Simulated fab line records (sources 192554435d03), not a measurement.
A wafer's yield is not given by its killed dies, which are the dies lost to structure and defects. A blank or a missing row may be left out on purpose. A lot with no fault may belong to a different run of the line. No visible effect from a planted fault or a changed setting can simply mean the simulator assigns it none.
Comparing a struck lot with a sound one -- flow n5-finfet -- 15 out of 1938 route steps
Sound: these wafers, L529.1, L529.3, L529.5. Struck: wafer L538.3. (L538.5 of the same lot was not struck and is left out.) The cause comes at the end.
At each step with rows: each side's tool, then ch and its chambers, then its first start. Under that, the readings that differ: sound wafers -- struck wafers -- difference of the means -- sigmas: that difference in standard deviations of wafers without a fault.
alike: a reading whose means differ by less than 2 such deviations, as well as words and numbers matching on both sides. not compared: withheld readings; readings where some wafer has no value; bounds like >300 that might hide an equal value; numbers whose values overlap and for which the record gives no deviation.
A row with sigmas, a row that says differs or no value, or rows on one side alone: a step with any of these is where the two part. Non-overlapping numbers with no deviation appear without sigmas and do not part them. A reading that every wafer of one side lacks parts them only if that side has two wafers or more.

first, 7 steps without rows for these wafers: N5_BEOL_M12_COAT_22 (resist thk 300 nm); N5_BEOL_M12_EBR_24; N5_BEOL_M12_SOFTBAKE_23 (time 60 s); N5_BEOL_M12_EXPOSE_25 (exposes mask M12); N5_BEOL_M12_PEB_26 (peb time 90 s); N5_BEOL_M12_DEVELOP_27 (develop time 45 s); N5_BEOL_M12_HARDBAKE_32 (time 120 s).
N5_BEOL_M12_CD_MEAS_28: the cd target is 160.2 nm.
  sound on cd-sem-02 ch 0, day 13 18:34; struck on cd-sem-02 ch 0, day 16 05:20
  alike: cd-nm
N5_BEOL_M12_OVL_MEAS_29:
  sound on overlay-02 ch 0, day 13 18:35; struck on overlay-02 ch 0, day 16 05:22
reading,sound,struck,difference,sigmas
M12_OVL (nm),2 5 -5,-10,-11,-2
N5_BEOL_M12_INSPECT_30: inspects for defects (macro).
  struck on defect-inspect-02, day 16 05:23; sound on defect-inspect-02, day 13 18:37
  alike: raw-defect-count
N5_BEOL_M12_DESCUM_33: chemistry O2, time 7.9 s.
  sound on rie-diel-01 ch 1,2,3, day 13 18:39; struck on rie-diel-01 ch 2, day 16 05:25
  alike: drypump-motor-current-A, o2-flow-sccm, oes-product-au, rf-vpp-V, showerhead-plenum-p-Torr, temp-c, throttle-valve-pct
  not compared: rf-hours-counter-h
N5_BEOL_M12_ETCH_67: etches SiARC in CF4, target depth 143 nm, time 238.3 s.
  sound on rie-diel-01 ch 1,2,3, day 13 18:41; struck on rie-diel-01 ch 2, day 16 05:27
  alike: drypump-motor-current-A, etch-rf-on-time-s, oes-product-au, rf-vpp-V, showerhead-plenum-p-Torr, throttle-valve-pct
  not compared: rf-hours-counter-h
N5_BEOL_M12_ETCH_68: etches SOC in N2/H2, time 285 s.
  sound on rie-diel-01 ch 1,2,3, day 13 18:50; struck on rie-diel-01 ch 2, day 16 05:35
reading,sound,struck,difference,sigmas
oes-product-au (a.u.),0.86 0.82 0.82,0.71,-0.12,-2
temp-c (C),40.07 39.97 39.90,40.34,+0.36,+3
model.SiARC_of_BEOL_M12_COAT_66.thk-nm (nm),85.6 85.8 85.6,91.2,+5.5,
  alike: drypump-motor-current-A, rf-vpp-V, showerhead-plenum-p-Torr, throttle-valve-pct
  not compared: rf-hours-counter-h
then, 2 steps without rows for these wafers: N5_BEOL_M12_STRIP_69 (strips in N2/H2); N5_PASSIVATION_PROBE_49.

== WHERE THEY PART ==
Last at N5_BEOL_M12_ETCH_68 as far as this record goes, first at N5_BEOL_M12_OVL_MEAS_29.

WHY: whatever the simulator had introduced
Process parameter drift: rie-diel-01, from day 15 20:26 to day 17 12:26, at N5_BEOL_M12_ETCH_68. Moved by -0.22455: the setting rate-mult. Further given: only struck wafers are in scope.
